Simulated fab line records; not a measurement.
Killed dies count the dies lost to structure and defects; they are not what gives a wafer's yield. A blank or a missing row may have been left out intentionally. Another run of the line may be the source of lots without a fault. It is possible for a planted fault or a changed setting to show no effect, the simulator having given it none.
A struck lot beside a sound one + flow nand harc + 15 steps out of a route of 1159
Sound: the wafers L384.2, L384.3, L384.4. Struck: wafer L392.5. (L392.1, L392.4 of the same lot were not struck and are left out.) The cause comes at the end.
Each step with rows lists, per side, the tool, then ch with its chambers, then its first start. Under that, the readings that differ: sound wafers + struck wafers + difference of the means + sigmas: that difference in standard deviations of wafers without a fault.
alike: readings with means less than 2 such deviations apart, plus words and numbers identical on both sides. not compared: withheld readings, readings lacking a value on some wafer, bounds such as >300 that could conceal the same value, and numbers that have no deviation in the record and whose values overlap.
A row with sigmas, a row that says differs or no value, or rows on one side alone: a step with any of these is where the two part. Numbers that have no deviation but don't overlap get no sigmas and don't part them. A reading missing from all wafers of one side parts the sides only when that side holds two or more wafers.

first, 1 step without rows for these wafers: NHARC_A_ONON_D1_DEP_03 (target thk 1000 nm).
NHARC_A_ONON_D1_THK_MEAS_05: measures by ellipsometry.
  sound: film metro-01 at day 7 19:03; struck: film metro-01 at day 9 15:53
  alike: thk nm
then NHARC_A_ONON_D1_DEP_06 (target thk 1000 nm), 1 step lacking rows for these wafers.
NHARC_A_ONON_D1_THK_MEAS_08: measures by ellipsometry.
  sound: film metro-02 at day 7 19:37; struck: film metro-02 at day 9 16:27
  alike: thk nm
then NHARC_A_ONON_D1_DEP_09 (target thk 1000 nm), 1 step lacking rows for these wafers.
NHARC_A_ONON_D1_THK_MEAS_11: measures by ellipsometry.
  sound: film metro-02 at day 7 20:11; struck: film metro-01 at day 9 17:01
  alike: thk nm
then NHARC_A_ONON_D1_DEP_12 (target thk 1000 nm), 1 step lacking rows for these wafers.
NHARC_A_ONON_D1_THK_MEAS_14: measures by ellipsometry.
  sound: film metro-01 at day 7 20:46; struck: film metro-02 at day 9 17:37
  alike: thk nm
then, 2 steps without rows for these wafers: NHARC_A_ONON_D1_ANNEAL_15 (time 3600 s); NHARC_A_ONON_D1_DEP_16 (target thk 1000 nm).
NHARC_A_ONON_D1_THK_MEAS_18: measures by ellipsometry.
  sound: film metro-02 at day 8 03:48; struck: film metro-01 at day 10 00:44
| reading     | sound          | struck | difference | sigmas |
|-------------|----------------|--------|------------|--------|
| thk nm (nm) | 1005 1005 1007 | 982    | -24        | -2     |
NHARC_A_ONON_D1_DEP_19: target thk 1000 nm.
  sound on pecvd onon-02 ch 0, day 8 03:55; struck on pecvd onon-02 ch 0, day 10 00:47
  alike: n2 flow sccm, sih4 flow sccm
NHARC_A_ONON_D1_THK_MEAS_21: measures by ellipsometry.
  sound: film metro-01 at day 8 04:22; struck: film metro-01 at day 10 01:18
| reading     | sound          | struck | difference | sigmas |
|-------------|----------------|--------|------------|--------|
| thk nm (nm) | 1005 1005 1007 | 642    | -364       | -40    |
then NHARC_A_ONON_D1_DEP_22 (target thk 1000 nm), 1 step lacking rows for these wafers.
-- record jumps: 12 days between struck wafers' starts before vs after; left off in module A_ONON_D1, resumes in module END, first step shown is number 1159 of the route --
NHARC_END_SORT_01:
  the record has rows for the struck wafers here (prober-01 ch 0, day 21 13:31) and none for the sound ones

## WHERE THEY PART
Last at NHARC_END_SORT_01 as far as this record goes, first at NHARC_A_ONON_D1_THK_MEAS_18.

WHY: what the simulator had put in
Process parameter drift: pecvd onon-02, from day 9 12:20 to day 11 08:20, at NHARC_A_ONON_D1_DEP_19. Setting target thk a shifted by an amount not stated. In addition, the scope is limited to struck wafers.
